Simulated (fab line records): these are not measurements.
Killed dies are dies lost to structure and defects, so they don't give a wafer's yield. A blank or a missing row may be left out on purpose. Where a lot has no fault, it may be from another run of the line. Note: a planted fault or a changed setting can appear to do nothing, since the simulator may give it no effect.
Split-lot study | flow n5_finfet | 7 lots, 21 wafers read, on a route of 1938 steps

## THE SPLIT
At N5_GATE_CUT_DESCUM_18 (chemistry O2, time 7 s), the setting time_s was moved away from the recipe's 7 s on 8 of the 21 wafers read, by -20.9% to +13.6%. For the rest of the wafers, this setting stayed at what the recipe calls for.

## SPLIT TO READING: what lies between them in the file, 1 step
- N5_GATE_CUT_ETCH_28: etches underlayer in N2/H2, target depth 13 nm, time 10.4 s

## THE READING
CAR-EUV_of_GATE_CUT_COAT_07.thk_nm (the simulator's own value, which no gauge read), in nm, at N5_GATE_CUT_ETCH_36 (etches SiARC in CF4, target depth 13 nm, time 21.7 s). No usual value for it is given in the file. The 13 wafers here that ran the recipe average 7.0 nm, standard deviation 0.072 nm.

wafer  | tool, chamber at the split | time_s as run, s | against the recipe | CAR-EUV_of_GATE_CUT_COAT_07.thk_nm, nm | against lot-mates on the recipe
L076.1 | rie_diel-04, 2             | 6.307            | -9.9%              | 7.4                                    | +0.4
L076.3 | rie_diel-04, 3             | 6.307            | -9.9%              | 7.4                                    | +0.4
L076.5 | rie_diel-04, 0             | 7                | recipe             | 7                                      | -
L077.1 | rie_diel-03, 2,3           | 5.758            | -17.7%             | 7.6                                    | +0.6
L077.2 | rie_diel-03, 2,3           | 5.758            | -17.7%             | 7.4                                    | +0.4
L077.6 | rie_diel-03, 0             | 7                | recipe             | 7                                      | -
L079.4 | rie_diel-05, 1             | 7.951            | +13.6%             | 6.6                                    | -0.4
L079.5 | rie_diel-05, 3             | 7                | recipe             | 7                                      | -
L079.6 | rie_diel-05, 0             | 7                | recipe             | 7                                      | -
L081.1 | rie_diel-04, 2             | 7                | recipe             | 6.8                                    | -
L081.5 | rie_diel-04, 3             | 7                | recipe             | 7                                      | -
L081.6 | rie_diel-04, 0             | 5.745            | -17.9%             | 7.6                                    | +0.7
L082.2 | rie_diel-03, 1,0           | 7                | recipe             | 6.8                                    | -
L082.3 | rie_diel-03, 2             | 7                | recipe             | 7                                      | -
L082.5 | rie_diel-03, 1,0           | 7                | recipe             | 7                                      | -
L086.1 | rie_diel-04, 0             | 7                | recipe             | 7                                      | -
L086.2 | rie_diel-04, 2             | 7                | recipe             | 7                                      | -
L086.4 | rie_diel-04, 3             | 5.574            | -20.4%             | 7.8                                    | +0.8
L087.1 | rie_diel-03, 2             | 5.54             | -20.9%             | 7.8                                    | +0.8
L087.2 | rie_diel-03, 0             | 7                | recipe             | 7                                      | -
L087.4 | rie_diel-03, 0             | 7                | recipe             | 7                                      | -
Where a row lists several chambers, the file gives one row for several wafers and doesn't say which wafer went through which chamber.

FIT RESULTS
A straight line over all 21 wafers: CAR-EUV_of_GATE_CUT_COAT_07.thk_nm changes by -0.035 nm for each +1% of time_s; r = -0.97; the points scatter about the line by 0.088 nm.
The same after taking each lot's own level away (the mean of its wafers on the recipe; 21 wafers): -0.0347 nm for each +1%; r = -0.97; scatter 0.081 nm.
That fit puts the effect of the largest move of time_s on the reading at 0.72 nm.
From 6.90 to 7.00 nm: that is the span of the lots' own levels, equal to 1.4 times the standard deviation above.
Hence the lot-to-lot level has little effect on the slope; both slopes agree.
Check: +0.716 nm against its lot-mates is what the line predicts for one of the wafers moved furthest among these (-20.9%) when that wafer is left out of the fit. It came out at +0.8 nm against them.

## FURTHER SPLITS ON THESE WAFERS
Note: prior to the reading, these wafers also went through further splits. Each is held against what the fit with the lots' levels taken away leaves over:
other split on the same wafers | wafers away from the commonest value | r with CAR-EUV_of_GATE_CUT_COAT_07.thk_nm (lot level and that fit taken away)
N5_GATE_CUT_EXPOSE_10 dose_mj  | 5                                    | +0.34

## THE WHOLE CHAIN: every reading that the file lists as answering this split, in the file's order
step                  | what it does                                                | reading                                                                             | change (the file's fit)                | r (the file's)
N5_GATE_CUT_DESCUM_18 | chemistry O2, time 7 s                                      | CAR-EUV_of_GATE_CUT_COAT_07.thk_nm (the simulator's own value, which no gauge read) | -0.0345 nm for each +1% of the setting | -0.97
N5_GATE_CUT_ETCH_28   | etches underlayer in N2/H2, target depth 13 nm, time 10.4 s | CAR-EUV_of_GATE_CUT_COAT_07.thk_nm (the simulator's own value, which no gauge read) | -0.0399 nm for each +1% of the setting | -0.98
N5_GATE_CUT_ETCH_36   | etches SiARC in CF4, target depth 13 nm, time 21.7 s        | CAR-EUV_of_GATE_CUT_COAT_07.thk_nm (the simulator's own value, which no gauge read) | -0.0361 nm for each +1% of the setting | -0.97

## FILE'S OWN FIT
CAR-EUV_of_GATE_CUT_COAT_07.thk_nm changes by -0.0361 nm for each +1% of time_s, r = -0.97.
